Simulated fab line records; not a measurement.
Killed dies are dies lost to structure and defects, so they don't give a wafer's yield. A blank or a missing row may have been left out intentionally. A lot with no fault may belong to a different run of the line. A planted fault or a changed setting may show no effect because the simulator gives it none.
Comparing a struck lot with a sound one | flow nand-harc | 15 out of 1302 route steps
Sound: wafers L227.1, L227.4, L227.5. Wafers struck: L226.1, L226.2, L226.5. The cause is named last.
Per side, at each step with rows, come the tool, then ch with its chambers, and then its first start. Under that, the readings that differ: sound wafers | struck wafers | difference of the means | sigmas: that difference in standard deviations of wafers without a fault.
alike: same words and numbers on both sides, and readings whose means sit less than 2 such deviations apart. not compared: any withheld reading, any reading some wafer has no value for, any bound like >300 that may hide the same value, and any number with overlapping values for which the record gives no deviation.
Wherever a step has rows on one side only, a row that says differs or no value, or a row with sigmas, the two part there. When numbers do not overlap yet have no deviation, they are printed without sigmas and do not part them. Lack of a reading on every wafer of one side parts them only where that side has two or more wafers.

first, 4 steps without rows for these wafers: NHARC_A_BONDPAD_EBR_05; NHARC_A_BONDPAD_EXPOSE_06 (exposes mask A BPAD); NHARC_A_BONDPAD_PEB_07 (peb time 80 s); NHARC_A_BONDPAD_DEVELOP_08 (time 50 s).
NHARC_A_BONDPAD_CD_MEAS_09: the cd target is 500 nm.
  sound on cd-sem-01 ch 0, day 25 18:25; struck on cd-sem-01 ch 0, day 25 21:23
  alike: cd-nm
NHARC_A_BONDPAD_OVL_MEAS_35:
  sound: overlay-01 at day 25 18:31; struck: overlay-02 at day 25 21:29
  alike: overlay-x-nm, overlay-y-nm
then, 1 step without rows for these wafers: NHARC_A_BONDPAD_HARDBAKE_10 (time 65 s).
NHARC_A_BONDPAD_DESCUM_11: chemistry O2, time 3 s.
  sound on rie-diel-01 ch 0,3, day 25 18:38; struck on rie-diel-07 ch 1,2,3, day 25 21:37
  reading                     | sound          | struck         | difference | sigmas
  drypump-motor-current-A (A) | 5.21 5.05 5.05 | 5.81 5.70 5.93 | +0.71      | +2
  alike: oes-product-au, rf-vpp-V, showerhead-plenum-p-Torr, throttle-valve-pct
  not compared: rf-hours-counter-h
NHARC_A_BONDPAD_ETCH_34: etches the open film in N2/H2, target depth 60 nm, overetch 18 nm, time 65.91 s.
  sound on rie-diel-01 ch 2,3, day 25 18:43; struck on rie-diel-07 ch 0,1, day 25 21:42
  reading                     | sound       | struck      | difference | sigmas
  drypump-motor-current-A (A) | 5.7 5.2 5.7 | 6.3 6.0 6.3 | +0.7       | +2
  alike: bias-w, chamber-pressure-mTorr, h2-flow-sccm, oes-product-au, rf-vpp-V, showerhead-plenum-p-Torr, throttle-valve-pct
  not compared: rf-hours-counter-h
NHARC_A_BONDPAD_ETCH_12: etches the open film in CHF3/O2, target depth 220 nm, time 110 s.
  sound: rie-diel-01 ch 2,3; struck: rie-diel-07 ch 2,3
  reading                | sound                | struck               | difference | sigmas
  throttle-valve-pct (%) | 20.572 20.597 20.574 | 20.565 20.555 20.567 | -0.019     | -2
  alike: bias-w, chamber-pressure-mTorr, drypump-motor-current-A, oes-product-au, rf-vpp-V, showerhead-plenum-p-Torr
  not compared: rf-hours-counter-h
NHARC_A_BONDPAD_CD_MEAS_13:
  sound: cd-sem-02 at day 25 18:57; struck: cd-sem-02 at day 25 21:55
  alike: cd-nm
NHARC_A_BONDPAD_STRIP_15: strips in O2.
  sound on rie-diel-01 ch 0,2, day 25 19:02; struck on rie-diel-02 ch 0,2,3, day 25 22:01
  alike: drypump-motor-current-A, oes-product-au, rf-vpp-V, showerhead-plenum-p-Torr, throttle-valve-pct
  not compared: rf-hours-counter-h
NHARC_A_BONDPAD_ETCH_24: etches the open film in CF4/N2, target depth 30 nm, time 72.99 s.
  sound on rie-diel-01 ch 0,1,3, day 25 19:11; struck on rie-diel-02 ch 1,2, day 25 22:09
  no value came back on the struck wafers for any of 8 readings (bias-w (W), cf4-flow-sccm (sccm) and others); on the sound wafers bias-w (W) reads 100.02 99.64 99.88
  not compared: rf-hours-counter-h
then, 1 step without rows for these wafers: NHARC_A_BONDPAD_STRIP_16 (strips in post etch residue remover, time 600 s).
NHARC_END_SORT_01:
  sound on prober-01 ch 0, day 27 03:02; struck on prober-02 ch 0, day 27 07:42
  reading                  | sound          | struck         | difference | sigmas
  defect-limited-yield (%) | 95.1 94.2 94.7 | 0 0 0          | -95        | -35
  killed-at-array          | 25 32 30       | 672 670 670    | +642       | +36
  killed-dies              | 33 39 36       | 677 677 677    | +641       | +36
  sort_bin_2_pct (%)       | 1.5 1.8 2.2    | 94.2 90.7 93.5 | +91.0      | +76
  sort_bin_4_pct (%)       | 3.0 3.8 3.1    | 5.6 7.4 5.9    | +3.0       | +2
  sort-n-pass              | 644 638 641    | 0 0 0          | -641       | -36
  sort-rim-yield-pct (%)   | 91 90 91       | 0 0 0          | -91        | -20
  sort-yield-pct (%)       | 95.1 94.2 94.7 | 0 0 0          | -95        | -35
  alike: killed-at-other, killed-at-periphery, killed-open, killed-short, sort_bin_3_pct

## WHERE THEY PART
Last at NHARC_END_SORT_01 as far as this record goes, first at NHARC_A_BONDPAD_DESCUM_11.

WHY: what the simulator had put in
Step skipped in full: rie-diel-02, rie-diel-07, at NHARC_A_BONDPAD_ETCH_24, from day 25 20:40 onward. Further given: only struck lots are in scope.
